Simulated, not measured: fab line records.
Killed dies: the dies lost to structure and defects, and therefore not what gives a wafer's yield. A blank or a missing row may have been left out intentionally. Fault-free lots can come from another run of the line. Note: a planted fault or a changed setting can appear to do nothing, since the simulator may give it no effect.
Matching of chambers + flow nandHarc + NHARC_A_CONTACT_DEP_58 on pecvd-02: 3 sister chambers
The step deposits SiON, target thk 60 nm. 22 wafers are shown with their chamber, then 11 later ones without.

## WAFERS, EACH WITH ITS CHAMBER
| wafer  | chamber | heaterPowerOuterW (W) | heaterPowerW (W) |
|--------|---------|-----------------------|------------------|
| L074.1 | 1       | 445                   | 727              |
| L074.3 | 0       | 487                   | 814              |
| L074.6 | 2       | 405                   | 736              |
| L075.2 | 1       | 481                   | 800              |
| L075.3 | 0       | 420                   | 737              |
| L075.5 | 1       | 487                   | 809              |
| L078.2 | 0       | 396                   | 713              |
| L078.4 | 2       | 403                   | 737              |
| L078.5 | 1       | 521                   | 820              |
| L080.2 | 2       | 400                   | 758              |
| L080.3 | 1       | 497                   | 805              |
| L080.5 | 2       | 410                   | 761              |
| L082.1 | 0       | 439                   | 781              |
| L082.3 | 2       | 416                   | 752              |
| L082.5 | 1       | 516                   | 839              |
| L086.1 | 1       | 453                   | 759              |
| L086.3 | 2       | 366                   | 687              |
| L086.6 | 2       | 379                   | 696              |
| L090.2 | 0       | 480                   | 826              |
| L090.5 | 0       | 508                   | 849              |
| L090.6 | 1       | 471                   | 790              |
| L089.1 | 0       | 475                   | 810              |

SIGNATURES (means of the wafers above)
| reading           | chamber 0 | chamber 1 | chamber 2 | scatter within a chamber |
|-------------------|-----------|-----------|-----------|--------------------------|
| heaterPowerOuterW | 457.86    | 483.88    | 397.00    | 29.8                     |
| heaterPowerW      | 790.00    | 793.62    | 732.43    | 38.8                     |
Rule: a wafer lies at a distance from a chamber equal to the root of the sum of squares, over the readings, of (its reading less the chamber's mean, divided by the reading's scatter). If the next closest chamber is less than 2 further off than the closest, the wafer can't be placed; otherwise it belongs to the closest. The scatter: the root of (the sum of the squares of (reading less its chamber's mean) over the shown wafers, divided by (wafers less chambers)).

## WAFERS MISSING THEIR CHAMBER
| wafer  | heaterPowerOuterW (W) | heaterPowerW (W) |
|--------|-----------------------|------------------|
| L089.3 | 402                   | 720              |
| L089.6 | 399                   | 733              |
| L091.1 | 491                   | 825              |
| L091.3 | 356                   | 672              |
| L091.6 | 470                   | 793              |
| L095.1 | 372                   | 710              |
| L095.3 | 495                   | 814              |
| L095.4 | 488                   | 793              |
| L097.2 | 341                   | 663              |
| L097.4 | 414                   | 730              |
| L097.5 | 351                   | 676              |

## EACH ONE'S CHAMBER
| wafer  | from the rows above     | in truth |
|--------|-------------------------|----------|
| L089.3 | 2                       | 2        |
| L089.6 | 2                       | 2        |
| L091.1 | can't be placed: 1 or 0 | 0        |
| L091.3 | 2                       | 2        |
| L091.6 | can't be placed: 0 or 1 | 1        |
| L095.1 | 2                       | 2        |
| L095.3 | can't be placed: 1 or 0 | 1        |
| L095.4 | can't be placed: 1 or 0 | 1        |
| L097.2 | 2                       | 2        |
| L097.4 | can't be placed: 2 or 0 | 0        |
| L097.5 | 2                       | 2        |
6 of 11 placed correctly. Not placeable from these rows: 5 (in 5, the candidates include the true chamber). Placed wrongly: 0.
